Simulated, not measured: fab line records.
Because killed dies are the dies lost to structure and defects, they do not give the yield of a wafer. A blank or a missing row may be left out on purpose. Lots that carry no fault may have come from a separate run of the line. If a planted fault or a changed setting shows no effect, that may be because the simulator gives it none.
3 desks looking at one fault + flow n5_finfet + every desk sees just its own numbers, and what lay behind them comes last

THE DEFECT DESK
For each lot, the counts of the inspections along the route, averaged over the sampled wafers that have a number. Marked OUT: a lot whose mean sits more than 4 standard deviations from the usual mean, which makes it out of limits; the brackets give that distance.
Columns: A = raw_defect_count at N5_BEOL_M10_INSPECT_30, usual 425
| lot  | first seen here | A   |
|------|-----------------|-----|
| L794 | day 11 10:51    | 477 |
| L796 | day 12 03:19    | 389 |
| L798 | day 12 08:59    | 368 |
| L801 | day 13 11:26    | 299 |
| L803 | day 13 21:38    | 454 |
| L812 | day 16 00:28    | 229 |
This desk's verdict: no lot among the 6 shows anything out of limits.

THE TOOL OWNER'S DESK: rie_diel-04
The tool's own readings at N5_BEOL_M10_VIA_ETCH_34 (etches SiCOH lowk in C4F6/O2, target depth 184.5 nm, time 69.2 s): means of the sampled wafers that have a number, for each lot that ran on this tool. Marked OUT: a lot whose mean sits more than 4 standard deviations from the usual mean, which makes it out of limits; the brackets give that distance. It has 8 readings, of which 7 appear: the earliest out of limits, and the ones furthest out on some lot.
Columns: A = oes_f_703_au at N5_BEOL_M10_VIA_ETCH_34, usual 0.79 a.u.; B = oes_o_777_au at N5_BEOL_M10_VIA_ETCH_34, usual 0.80 a.u.; C = oes_product_au at N5_BEOL_M10_VIA_ETCH_34, usual 0.81 a.u.; D = rf_fwd_power_W at N5_BEOL_M10_VIA_ETCH_34, usual 342.5 W; E = rf_vpp_V at N5_BEOL_M10_VIA_ETCH_34, usual 675 V; F = showerhead_plenum_p_Torr at N5_BEOL_M10_VIA_ETCH_34, usual 2.85 Torr; G = throttle_valve_pct at N5_BEOL_M10_VIA_ETCH_34, usual 20.89 %
| lot  | first seen here | A               | B    | C    | D               | E   | F    | G     |
|------|-----------------|-----------------|------|------|-----------------|-----|------|-------|
| L796 | day 12 03:34    | 1.14 (+4.6) OUT | 1.11 | 0.92 | 425.0 (+69) OUT | 596 | 2.90 | 20.54 |
| L798 | day 12 09:16    | 1.12 (+4.2) OUT | 1.09 | 0.92 | 425.8 (+69) OUT | 598 | 2.95 | 20.72 |
| L812 | day 16 01:08    | 0.82            | 0.82 | 0.84 | 342.0           | 667 | 2.94 | 20.75 |
This desk's verdict: out of limits on L796, L798, starting with L796 at day 12 03:34 (oes_f_703_au at N5_BEOL_M10_VIA_ETCH_34). In limits: L812.

FROM THE METROLOGY DESK
Lot by lot, what the gauges showed, no matter which tool ran the lot: averages of those sampled wafers that carry a number. Marked OUT: a lot whose mean sits more than 4 standard deviations from the usual mean, which makes it out of limits; the brackets give that distance.
Columns: A = cd_nm at N5_BEOL_M10_CD_MEAS_28, usual 69.7 nm; B = V9_OVL at N5_BEOL_M10_OVL_MEAS_29, usual 0.2 nm
| lot  | first seen here | A    | B    |
|------|-----------------|------|------|
| L794 | day 11 10:48    | 70.0 | 0.7  |
| L796 | day 12 03:16    | 69.8 | 0.5  |
| L798 | day 12 08:56    | 70.1 | -0.3 |
| L801 | day 13 11:22    | 70.4 | 0.0  |
| L803 | day 13 21:35    | 69.3 | -0.7 |
| L812 | day 16 00:25    | 69.6 | 0.6  |
This desk's verdict: no lot among the 6 shows anything out of limits.

PUT TOGETHER
The tool owner's desk could have raised an alarm at day 12 03:34, on L796, L798.
Nothing out of limits was seen by the defect desk.
Metrology desk: nothing out of limits seen.
The defect desk has L796, L798 on record, within its limits.
The metrology desk has L796, L798 on record, within its limits.
On rie_diel-04, each named lot ran N5_BEOL_M10_VIA_ETCH_34.

WHAT HAD BEEN PUT IN BY THE SIMULATOR
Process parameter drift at N5_BEOL_M10_VIA_ETCH_34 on rie_diel-04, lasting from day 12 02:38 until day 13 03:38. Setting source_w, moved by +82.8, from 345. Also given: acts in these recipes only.
Lots struck among those shown: L796, L798.
Delay in hours, fault start to first out-of-limits reading, by desk: the tool owner's desk at 1.
